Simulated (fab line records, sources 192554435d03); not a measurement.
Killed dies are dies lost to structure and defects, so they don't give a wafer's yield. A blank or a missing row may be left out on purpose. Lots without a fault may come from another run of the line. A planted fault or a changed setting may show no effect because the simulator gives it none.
Chamber matching | flow n5_finfet | N5_HKMG_FIN_ALD_91 on ald_metal-03: 4 sister chambers
The step deposits TiN, target thk 1 nm, pulse time 1 s, purge time 3 s. 20 wafers are shown with their chamber, then 10 later ones without.

WAFERS WITH THEIR CHAMBER
wafer  | chamber | heater_power_w (W) | precursor_pulse_height_rel
L080.1 | 2       | 984                | 1.012
L080.2 | 0       | 756                | 1.016
L080.3 | 1       | 896                | 1.015
L080.4 | 3       | 837                | 0.989
L080.5 | 1       | 868                | 1.033
L080.6 | 2       | 976                | 1.037
L084.1 | 2       | 988                | 0.995
L084.2 | 3       | 861                | 0.999
L084.3 | 1       | 850                | 1.016
L084.4 | 0       | 715                | 0.965
L084.5 | 1       | 865                | 1.014
L084.6 | 2       | 995                | 0.970
L086.1 | 1       | 865                | 0.996
L086.3 | 3       | 835                | 0.997
L086.4 | 0       | 751                | 1.002
L087.2 | 0       | 722                | 1.028
L087.3 | 3       | 856                | 1.002
L087.5 | 2       | 951                | 1.010
L088.2 | 0       | 736                | 0.976
L088.3 | 2       | 959                | 1.024

SIGNATURES (means of the wafers above)
reading                    | chamber 0 | chamber 1 | chamber 2 | chamber 3 | scatter within a chamber
heater_power_w             | 736.00    | 868.80    | 975.50    | 847.25    | 16.6
precursor_pulse_height_rel | 0.99740   | 1.01480   | 1.00800   | 0.99675   | 0.0199
Rule: a wafer's distance from a chamber is the root of the sum, over the readings, of the square of ((its reading less the chamber's mean) divided by the reading's scatter). The wafer belongs to the nearest chamber; if the next one is less than 2 further off, it can't be placed. The scatter: the root of (the sum of the squares of (reading less its chamber's mean) over the shown wafers, divided by (wafers less chambers)).

WAFERS WITHOUT THEIR CHAMBER
wafer  | heater_power_w (W) | precursor_pulse_height_rel
L088.5 | 969                | 1.014
L093.1 | 719                | 0.986
L093.2 | 849                | 0.981
L093.3 | 968                | 0.993
L093.4 | 873                | 1.011
L093.5 | 1004               | 0.976
L093.6 | 862                | 0.970
L095.1 | 869                | 0.954
L095.2 | 824                | 0.999
L095.4 | 994                | 0.994

WHICH CHAMBER EACH WENT THROUGH
wafer  | from the rows above     | in truth
L088.5 | 2                       | 2
L093.1 | 0                       | 0
L093.2 | can't be placed: 3 or 1 | 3
L093.3 | 2                       | 2
L093.4 | can't be placed: 1 or 3 | 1
L093.5 | 2                       | 2
L093.6 | can't be placed: 3 or 1 | 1
L095.1 | can't be placed: 3 or 1 | 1
L095.2 | can't be placed: 3 or 1 | 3
L095.4 | 2                       | 2
Placed correctly: 5 of 10. Can't be placed from these rows: 5 (the true chamber is among the candidates in 5). Placed wrongly: 0.
